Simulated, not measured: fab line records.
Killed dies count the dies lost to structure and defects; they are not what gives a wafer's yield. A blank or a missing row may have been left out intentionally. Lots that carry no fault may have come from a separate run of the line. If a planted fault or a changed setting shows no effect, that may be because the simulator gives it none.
Struck lot and sound lot, side by side    flow nandHarc    18 steps out of a route of 1159
Sound: the wafers L211.2, L211.3, L211.4. Struck: wafers L227.4, L227.5, L227.6. The cause is named last.
Per side, at each step with rows, come the tool, then ch with its chambers, and then its first start. Under that, the readings that differ: sound wafers    struck wafers    difference of the means    sigmas: that difference in standard deviations of wafers without a fault.
alike: same words and numbers on both sides, and readings whose means sit less than 2 such deviations apart. not compared: any withheld reading, any reading some wafer has no value for, any bound like >300 that may hide the same value, and any number with overlapping values for which the record gives no deviation.
The two part at a step that has a row with sigmas, a row that says differs or no value, or rows on one side only. When numbers do not overlap yet have no deviation, they are printed without sigmas and do not part them. A reading missing from all wafers of one side parts the sides only when that side holds two or more wafers.

NHARC_A_M1_PRE_CLEAN_32: time 12 s.
  sound on pecvd-04 ch 1,2, day 18 03:49; struck on pecvd-04 ch 0,1,2, day 22 17:49
  alike: heaterPowerW
NHARC_A_M1_DEP_33: deposits SiCN, target thk 30 nm.
  sound on pecvd-04 ch 1,2, day 18 03:53; struck on pecvd-04 ch 0,1,2, day 22 17:59
  alike: heaterPowerW
NHARC_A_BONDPAD_DEP_00: deposits SiCN, target thk 250 nm.
  sound on pecvd-04 ch 0,1,2; struck on pecvd-03 ch 0,1,2, day 22 18:37
  alike: heaterPowerW
NHARC_A_BONDPAD_CMP_29: polishes SiCN, target thk 200 nm.
  sound on cmp-04 ch 1,2,3, day 18 04:50; struck on cmp-02 ch 0,1, day 22 18:54
  alike: motorCurrentA, slurryFlowMlMin
NHARC_A_BONDPAD_THK_MEAS_30: measures by ellipsometry.
  sound: filmMetro-01 at day 18 05:05; struck: filmMetro-01 at day 22 19:08
  alike: thkNm
then, 7 steps without rows for these wafers: NHARC_A_BONDPAD_SRD_31; NHARC_A_BONDPAD_DEHYDRATE_01 (time 120 s); NHARC_A_BONDPAD_HMDS_02 (time 30 s); NHARC_A_BONDPAD_COAT_33 (time 65 s); NHARC_A_BONDPAD_COAT_03 (resist thk 600 nm); NHARC_A_BONDPAD_SOFTBAKE_04 (time 70 s); NHARC_A_BONDPAD_EBR_05.
NHARC_A_BONDPAD_EXPOSE_06: exposes mask A BPAD.
  sound on krfScanner-02 ch 0, day 18 05:31; struck on krfScanner-04 ch 0, day 22 19:35
reading            sound              struck             difference  sigmas
exposureDoseMJCm2  37.00 36.97 36.96  54.40 54.44 54.42  +17.44      +99 or more
  alike: mask, focusOffsetNm, reticleTempC
then, 2 steps without rows for these wafers: NHARC_A_BONDPAD_PEB_07 (peb time 80 s); NHARC_A_BONDPAD_DEVELOP_08 (time 50 s).
NHARC_A_BONDPAD_CD_MEAS_09: target cd 500 nm.
  sound on cdSem-02 ch 0, day 18 05:40; struck on cdSem-01 ch 0, day 22 19:43
reading    sound              struck             difference  sigmas
cdNm (nm)  502.3 503.8 501.9  511.9 508.7 510.6  +7.7        +4
NHARC_A_BONDPAD_OVL_MEAS_35:
  sound: overlay-01 at day 18 05:45; struck: overlay-02 at day 22 19:48
reading          sound  struck    difference  sigmas
overlayYNm (nm)  3 3 3  14 14 13  +11         +2
  alike: overlayXNm
-- jump in the record: it breaks off in module A_BONDPAD and resumes in module END (first step shown: number 1159 of the route), and 3 days separate the struck wafers' starts before and after --
NHARC_END_SORT_01:
  sound on prober-01 ch 0, day 23 01:34; struck on prober-02 ch 0, day 25 22:57
reading                 sound           struck  difference  sigmas
defectLimitedYield (%)  97.2 97.3 97.0  91.1    -6.1        -4
killedAtArray           15 12 11        56      +43         +4
killedDies              19 18 20        60      +41         +4
sort_bin_2_pct (%)      1.0 0.6 0.7     2.2     +1.4        +2
sort_bin_4_pct (%)      1.6 2.1 1.9     6.5     +4.6        +4
sortNPass               658 659 657     617     -41         -4
sortYieldPct (%)        97.2 97.3 97.0  91.1    -6.1        -4
  alike: killedAtOther, killedAtPeriphery, killedOpen, killedShort, sort_bin_3_pct, sortRimYieldPct

WHERE THEY PART
First at NHARC_A_BONDPAD_EXPOSE_06; last, within this record, at NHARC_END_SORT_01.

WHY: whatever the simulator had introduced
Process parameters drifting: krfScanner-04 at NHARC_A_BONDPAD_EXPOSE_06, beginning at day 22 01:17. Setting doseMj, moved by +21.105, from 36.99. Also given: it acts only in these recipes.
